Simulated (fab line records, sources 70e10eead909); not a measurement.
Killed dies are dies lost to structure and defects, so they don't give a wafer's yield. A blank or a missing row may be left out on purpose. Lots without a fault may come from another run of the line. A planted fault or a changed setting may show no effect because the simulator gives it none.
One fault seen from 2 desks | flow nand_harc | each desk has only its own numbers; what lay behind them comes last

THE TOOL OWNER'S DESK: plasma_asher-01
The tool's own readings at NHARC_P_GATE_STRIP_111 (strips in N2/H2, time 250 s): means of the sampled wafers that have a number, for each lot that ran on this tool. A lot is out of limits, marked OUT, if its mean lies more than 4 standard deviations from the usual mean; the brackets give that distance.
Columns: A = drypump_motor_current_A at NHARC_P_GATE_STRIP_111, usual 5.7 A; B = heater_power_w at NHARC_P_GATE_STRIP_111, usual 89 W
lot  | first seen here | A   | B
L114 | day 5 21:26     | 6.1 | 93
L116 | day 6 13:49     | 6.1 | 93
L120 | day 8 12:15     | 5.6 | 89
L129 | day 11 15:49    | 5.1 | 83
L131 | day 12 11:07    | 6.1 | 91
L132 | day 13 02:40    | 6.6 | 94
This desk's finding: nothing out of limits on any of the 6 lots.

THE DEFECT DESK
What the inspections along the route counted, lot by lot: means of the sampled wafers that have a number. A lot is out of limits, marked OUT, if its mean lies more than 4 standard deviations from the usual mean; the brackets give that distance.
Columns: A = raw_defect_count at NHARC_P_GATE_INSPECT_68, usual 220
lot  | first seen here | A
L114 | day 6 03:17     | 307
L115 | day 6 04:04     | 183
L116 | day 6 19:44     | 252
L120 | day 8 18:05     | 217
L123 | day 9 11:38     | 433
L129 | day 11 21:49    | 210
L131 | day 12 17:01    | 910 (+6.9) OUT
L132 | day 13 08:46    | 1005 (+7.8) OUT
L133 | day 13 16:59    | 270
L134 | day 14 04:46    | 221
L135 | day 15 03:35    | 174
L137 | day 15 15:26    | 145
This desk's finding: out of limits on L131, L132; first on L131, day 12 17:01 (raw_defect_count at NHARC_P_GATE_INSPECT_68). In limits: L114, L115, L116, L120, L123, L129, L133, L134, L135, L137.

PUT TOGETHER
The defect desk could have raised an alarm at day 12 17:01, on L131, L132.
The tool owner's desk saw nothing out of limits.
The tool owner's desk has L131, L132 on record, within its limits.
Of the lots named, all ran NHARC_P_GATE_STRIP_111 on plasma_asher-01.

WHAT THE SIMULATOR HAD PUT IN
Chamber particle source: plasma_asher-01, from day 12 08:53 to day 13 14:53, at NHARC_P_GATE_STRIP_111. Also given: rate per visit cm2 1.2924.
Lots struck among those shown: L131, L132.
Hours from the fault's start to each desk's first reading out of limits: the defect desk, 8.
